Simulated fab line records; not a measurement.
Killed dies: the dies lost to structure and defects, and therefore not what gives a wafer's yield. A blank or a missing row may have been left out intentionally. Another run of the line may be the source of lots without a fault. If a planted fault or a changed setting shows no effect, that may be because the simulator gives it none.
Matching of chambers + flow n5Finfet + 4 sister chambers for N5_MOL_CONTACT_COAG_ETCHBACK_135 on rieDiel-01
The step etches SiO2 in CHF3, target depth 25 nm, time 16.7 s. 18 wafers are shown with their chamber, then 9 later ones without.

WAFERS WITH THEIR CHAMBER
| wafer  | chamber | drypumpMotorCurrentA (A) | showerheadPlenumPTorr (Torr) | throttleValvePct (%) |
|--------|---------|--------------------------|------------------------------|----------------------|
| L076.1 | 2       | 6.2                      | 2.44                         | 18.79                |
| L076.2 | 3       | 6.1                      | 2.36                         | 19.09                |
| L076.6 | 1       | 5.9                      | 2.30                         | 18.74                |
| L080.1 | 1       | 5.9                      | 2.30                         | 18.76                |
| L080.2 | 0       | 6.5                      | 2.47                         | 18.74                |
| L080.6 | 2       | 6.2                      | 2.44                         | 18.79                |
| L081.2 | 2       | 6.2                      | 2.44                         | 18.79                |
| L081.3 | 1       | 5.9                      | 2.29                         | 18.76                |
| L081.5 | 0       | 6.5                      | 2.47                         | 18.74                |
| L084.1 | 2       | 6.2                      | 2.43                         | 18.81                |
| L084.3 | 3       | 6.1                      | 2.35                         | 19.11                |
| L084.6 | 2       | 6.2                      | 2.43                         | 18.81                |
| L085.1 | 3       | 6.1                      | 2.35                         | 19.12                |
| L085.2 | 0       | 6.4                      | 2.47                         | 18.76                |
| L085.6 | 2       | 6.2                      | 2.43                         | 18.81                |
| L093.1 | 2       | 6.2                      | 2.43                         | 18.85                |
| L093.4 | 0       | 6.4                      | 2.46                         | 18.79                |
| L093.5 | 1       | 5.9                      | 2.28                         | 18.81                |

SIGNATURES, as means of the wafers listed above
| reading               | chamber 0 | chamber 1 | chamber 2 | chamber 3 | scatter within a chamber |
|-----------------------|-----------|-----------|-----------|-----------|--------------------------|
| drypumpMotorCurrentA  | 6.450     | 5.900     | 6.200     | 6.100     | 0.0267                   |
| showerheadPlenumPTorr | 2.4675    | 2.2925    | 2.4343    | 2.3533    | 0.00648                  |
| throttleValvePct      | 18.7575   | 18.7675   | 18.8071   | 19.1067   | 0.0232                   |
Rule: a wafer's distance from a chamber is the root of the sum, over the readings, of the square of ((its reading less the chamber's mean) divided by the reading's scatter). If the next closest chamber is less than 2 further off than the closest, the wafer can't be placed; otherwise it belongs to the closest. The scatter is the square root of a quotient: the sum, over the shown wafers, of each reading's squared deviation from its chamber's mean, divided by wafers minus chambers.

WAFERS MISSING THEIR CHAMBER
| wafer  | drypumpMotorCurrentA (A) | showerheadPlenumPTorr (Torr) | throttleValvePct (%) |
|--------|--------------------------|------------------------------|----------------------|
| L094.2 | 6.1                      | 2.35                         | 19.13                |
| L094.5 | 6.5                      | 2.46                         | 18.79                |
| L094.6 | 5.9                      | 2.28                         | 18.81                |
| L095.1 | 6.2                      | 2.35                         | 19.12                |
| L095.3 | 6.4                      | 2.46                         | 18.80                |
| L095.4 | 6.2                      | 2.43                         | 18.85                |
| L096.4 | 5.9                      | 2.28                         | 18.83                |
| L096.5 | 6.0                      | 2.28                         | 18.80                |
| L096.6 | 6.2                      | 2.42                         | 18.85                |

CHAMBER TAKEN BY EACH
| wafer  | from the rows above | in truth |
|--------|---------------------|----------|
| L094.2 | 3                   | 3        |
| L094.5 | 0                   | 0        |
| L094.6 | 1                   | 1        |
| L095.1 | 3                   | 3        |
| L095.3 | 0                   | 0        |
| L095.4 | 2                   | 2        |
| L096.4 | 1                   | 1        |
| L096.5 | 1                   | 1        |
| L096.6 | 2                   | 2        |
Correctly placed: 9 of 9. Number that these rows cannot place: 0. Wrongly placed: 0.
